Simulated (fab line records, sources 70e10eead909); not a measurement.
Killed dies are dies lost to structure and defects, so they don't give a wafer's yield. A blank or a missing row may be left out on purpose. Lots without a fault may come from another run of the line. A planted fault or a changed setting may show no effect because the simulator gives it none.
Which tool did it? | flow nand_harc | 11 lots, 33 wafers sampled, at 1 step of a route of 1302

WHAT THE GAUGES READ, wafer by wafer
NHARC_A_CHANNEL_HOLE_D1_INSPECT_12. Usual: raw_defect_count 5.3, standard deviation 2.7.
lot  | measured     | on                | raw_defect_count | flag
L651 | day 9 11:27  | defect_inspect-02 | 4 3 3            |
L652 | day 9 21:36  | defect_inspect-01 | 5 6 11           |
L653 | day 9 22:24  | defect_inspect-01 | 3 6 7            |
L654 | day 10 18:04 | defect_inspect-02 | 5 4 8            |
L657 | day 12 00:32 | defect_inspect-02 | 3 8 11           |
L658 | day 12 01:22 | defect_inspect-02 | 2 6 7            |
L660 | day 12 23:56 | defect_inspect-02 | 2 3 2            |
L662 | day 14 15:17 | defect_inspect-02 | 5 8 8            |
L667 | day 16 06:55 | defect_inspect-01 | 4 2 7            |
L671 | day 17 17:48 | defect_inspect-02 | 6 3 10           |
L672 | day 18 02:14 | defect_inspect-01 | 2 3 3            |

WHICH TOOL RAN EACH LOT (tool, then ch and the chambers of the sampled wafers, then the start)
The record holds no process step before these readings.

WHAT THE TOOLS THEMSELVES READ (means of the sampled wafers that have a number; where no wafer has one, the mark that the record gives instead)
The record holds no such reading with a usual standard deviation.

THE ANSWER, worked out from the rows above alone
Rule: a lot is off if the mean of its wafers that have a number lies more than 3 standard deviations from the usual mean. A lot without any number at a reading at which 4 lots or more have one is off too. The other lots that the step has rows for count as sound. The gauges are gone through in route order, then the tools' own readings, and for those a lot's mean is taken as printed above. The first step at which some lot is off is used, and at that step the reading that is off furthest; a lot without a number counts as furthest.
No lot is off at any reading shown: from this, nothing can be told.

WHAT THE SIMULATOR HAD PUT IN
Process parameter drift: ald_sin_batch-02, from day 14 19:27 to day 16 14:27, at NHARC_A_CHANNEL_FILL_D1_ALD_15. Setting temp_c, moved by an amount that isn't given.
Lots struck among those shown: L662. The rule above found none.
